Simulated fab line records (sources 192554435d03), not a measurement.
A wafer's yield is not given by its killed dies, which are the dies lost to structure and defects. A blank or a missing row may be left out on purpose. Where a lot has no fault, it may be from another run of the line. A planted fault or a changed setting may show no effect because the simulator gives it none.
Lot-split experiment | flow n5-finfet | 7 lots, 21 wafers read, on a route of 1938 steps

## THE SPLIT
At N5_BEOL_M0_SAQP_COAT_08 (resist thk 90 nm), the setting spin-rpm was moved away from the recipe's 1500 rpm on 6 of the 21 wafers read, by -6.6% to +10.0%. All remaining wafers had this setting at the recipe value.

The split's own step is where the reading is taken.

## THE READING
CAR-ArF_of_BEOL_M0_SAQP_COAT_08.thk-nm (the simulator's own value, which no gauge read), in nm, at N5_BEOL_M0_SAQP_COAT_08 (resist thk 90 nm). No usual value for it is given in the file. Average 90.0 nm, standard deviation 0.36 nm, over the 15 wafers here run with the recipe.

wafer  | tool, chamber at the split | spin-rpm as run, rpm | against the recipe | CAR-ArF_of_BEOL_M0_SAQP_COAT_08.thk-nm, nm | against lot-mates on the recipe
L074.1 | litho-track-01, 0          | 1500                 | recipe             | 90                                         | -
L074.5 | litho-track-01, 0          | 1500                 | recipe             | 90                                         | -
L074.6 | litho-track-01, 0          | 1650                 | +10.0%             | 85.6                                       | -4.4
L076.1 | litho-track-02, 0          | 1500                 | recipe             | 90.4                                       | -
L076.5 | litho-track-02, 0          | 1596                 | +6.4%              | 87.6                                       | -2.8
L076.6 | litho-track-02, 0          | 1596                 | +6.4%              | 87.4                                       | -3.0
L084.1 | litho-track-04, 0          | 1500                 | recipe             | 90.2                                       | -
L084.6 | litho-track-04, 0          | 1500                 | recipe             | 90.2                                       | -
L084.3 | litho-track-04, 0          | 1500                 | recipe             | 90                                         | -
L085.1 | litho-track-02, 0          | 1500                 | recipe             | 89.8                                       | -
L085.6 | litho-track-02, 0          | 1500                 | recipe             | 89.8                                       | -
L085.5 | litho-track-02, 0          | 1500                 | recipe             | 90                                         | -
L087.1 | litho-track-04, 0          | 1500                 | recipe             | 89.4                                       | -
L087.2 | litho-track-04, 0          | 1500                 | recipe             | 89.4                                       | -
L087.3 | litho-track-04, 0          | 1500                 | recipe             | 89.4                                       | -
L089.4 | litho-track-02, 0          | 1554                 | +3.6%              | 88.8                                       | -1.4
L089.5 | litho-track-02, 0          | 1500                 | recipe             | 90.2                                       | -
L089.6 | litho-track-02, 0          | 1554                 | +3.6%              | 88.6                                       | -1.6
L094.2 | litho-track-02, 0          | 1500                 | recipe             | 90.4                                       | -
L094.5 | litho-track-02, 0          | 1500                 | recipe             | 90.6                                       | -
L094.6 | litho-track-02, 0          | 1401                 | -6.6%              | 93.8                                       | +3.3

THE FIT
A straight line over all 21 wafers: CAR-ArF_of_BEOL_M0_SAQP_COAT_08.thk-nm changes by -0.449 nm for each +1% of spin-rpm; r = -0.97; the points scatter about the line by 0.4 nm.
The same after taking each lot's own level away (the mean of its wafers on the recipe; 21 wafers): -0.456 nm for each +1%; r = -1.00; scatter 0.11 nm.
That fit puts the effect of the largest move of spin-rpm on the reading at 4.6 nm.
Across the lots, their own levels run from 89.40 to 90.50 nm, a range of 3.0 times the standard deviation given above.
The two slopes are in agreement: the lot-to-lot level therefore moves the slope only a little.
Check: -4.6 nm against its lot-mates is what the line predicts for one of the wafers moved furthest among these (+10.0%) when that wafer is left out of the fit. Against them it came out at -4.4 nm.

## FURTHER SPLITS ON THESE WAFERS
These wafers also went through other splits before the reading. Each is held against what the fit with the lots' levels taken away leaves over:
other split on the same wafers          | wafers away from the commonest value | r with CAR-ArF_of_BEOL_M0_SAQP_COAT_08.thk-nm (lot level and that fit taken away)
N5_GATE_CUT_DESCUM_18 time-s            | 5                                    | -0.04
N5_MOL_CONTACT_COAG_ETCH_110 bias-w     | 9                                    | -0.02
N5_MOL_CONTACT_COAG_ETCHBACK_135 time-s | 7                                    | +0.15

## FILE'S OWN FIT
CAR-ArF_of_BEOL_M0_SAQP_COAT_08.thk-nm changes by -0.454 nm for each +1% of spin-rpm, r = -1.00.
